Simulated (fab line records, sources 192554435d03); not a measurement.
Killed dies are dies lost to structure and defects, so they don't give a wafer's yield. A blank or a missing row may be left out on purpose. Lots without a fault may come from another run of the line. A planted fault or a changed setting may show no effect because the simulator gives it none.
Split-lot experiment | flow n5_finfet | 7 lots, 21 wafers read, on a route of 1938 steps

THE SPLIT
At N5_BEOL_M11_VIA_ETCH_34 (etches SiCOH lowk in C4F6/O2, target depth 184.5 nm, time 69.2 s), the setting time_s was moved away from the recipe's 69.2 s on 8 of the 21 wafers read, by -21.1% to +21.9%. The other wafers ran this setting at the recipe's value.

The reading is taken at the split's own step.

THE READING
SOC_of_BEOL_M11_COAT_63.thk_nm (the simulator's own value, which no gauge read), in nm, at N5_BEOL_M11_VIA_ETCH_34 (etches SiCOH lowk in C4F6/O2, target depth 184.5 nm, time 69.2 s). The file gives no usual value for it. The 13 wafers here that ran the recipe average 91.9 nm, standard deviation 0.3 nm.

wafer  | tool, chamber at the split | time_s as run, s | against the recipe | SOC_of_BEOL_M11_COAT_63.thk_nm, nm | against lot-mates on the recipe
L074.1 | rie_diel-03, 0             | 82.34            | +19.0%             | 90.4                               | -2.2
L074.2 | rie_diel-03, 1             | 69.2             | recipe             | 92.6                               | -
L074.6 | rie_diel-03, 2             | 82.34            | +19.0%             | 91                                 | -1.6
L076.1 | rie_diel-04, 2             | 69.2             | recipe             | 91.4                               | -
L076.2 | rie_diel-04, 1             | 54.59            | -21.1%             | 93.8                               | +2.4
L076.3 | rie_diel-04, 3             | 54.59            | -21.1%             | 93.6                               | +2.2
L082.1 | rie_diel-06, 0             | 69.2             | recipe             | 91.8                               | -
L082.4 | rie_diel-06, 1             | 69.2             | recipe             | 91.8                               | -
L082.6 | rie_diel-06, 2             | 69.2             | recipe             | 91.8                               | -
L087.4 | rie_diel-03, 3             | 69.2             | recipe             | 91.8                               | -
L087.5 | rie_diel-03, 0             | 58.92            | -14.9%             | 92.6                               | +0.7
L087.6 | rie_diel-03, 3             | 69.2             | recipe             | 92                                 | -
L089.1 | rie_diel-06, 3             | 69.2             | recipe             | 91.8                               | -
L089.2 | rie_diel-06, 1             | 74.39            | +7.5%              | 91.6                               | -0.3
L089.4 | rie_diel-06, 1             | 69.2             | recipe             | 92                                 | -
L094.1 | rie_diel-06, 2             | 69.2             | recipe             | 92.2                               | -
L094.3 | rie_diel-06, 0             | 69.2             | recipe             | 92                                 | -
L094.5 | rie_diel-06, 0             | 69.2             | recipe             | 91.4                               | -
L095.2 | rie_diel-06, 1             | 69.2             | recipe             | 92                                 | -
L095.4 | rie_diel-06, 2             | 84.35            | +21.9%             | 91                                 | -1.0
L095.6 | rie_diel-06, 1             | 84.35            | +21.9%             | 90.8                               | -1.2

THE FIT
A straight line over all 21 wafers: SOC_of_BEOL_M11_COAT_63.thk_nm changes by -0.0633 nm for each +1% of time_s; r = -0.92; the points scatter about the line by 0.33 nm.
The same after taking each lot's own level away (the mean of its wafers on the recipe; 21 wafers): -0.0817 nm for each +1%; r = -0.93; scatter 0.38 nm.
On that fit, the largest move of time_s shifts the reading by 1.8 nm.
The lots' own levels span 91.40 to 92.60 nm, that is 4.0 times the standard deviation above.
So the lot-to-lot level changes the slope: the two fits differ.
Check: with one of the wafers moved furthest among these (+21.9%) left out of the fit, the line predicts -1.88 nm for it against its lot-mates. It came out at -1 nm against them.

OTHER SPLITS ON THESE WAFERS
These wafers also went through other splits before the reading. Each is held against what the fit with the lots' levels taken away leaves over:
other split on the same wafers      | wafers away from the commonest value | r with SOC_of_BEOL_M11_COAT_63.thk_nm (lot level and that fit taken away)
N5_BEOL_M10_COAT_22 spin_rpm        | 5                                    | -0.28
N5_BEOL_M10_TRENCH_ETCH_37 source_w | 5                                    | +0.04
N5_BEOL_M10_ETCH_41 source_w        | 6                                    | +0.28

THE WHOLE CHAIN: every reading that the file lists as answering this split, in the file's order
step                    | what it does                                                     | reading                                                                         | change (the file's fit)                | r (the file's)
N5_BEOL_M11_VIA_ETCH_34 | etches SiCOH lowk in C4F6/O2, target depth 184.5 nm, time 69.2 s | etch.depth_nm (the simulator's own value, which no gauge read)                  | +1.85 nm for each +1% of the setting   | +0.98
N5_BEOL_M11_VIA_ETCH_34 | etches SiCOH lowk in C4F6/O2, target depth 184.5 nm, time 69.2 s | SOC_of_BEOL_M11_COAT_63.thk_nm (the simulator's own value, which no gauge read) | -0.0777 nm for each +1% of the setting | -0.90

THE FILE'S OWN FIT
SOC_of_BEOL_M11_COAT_63.thk_nm changes by -0.0777 nm for each +1% of time_s, r = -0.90.
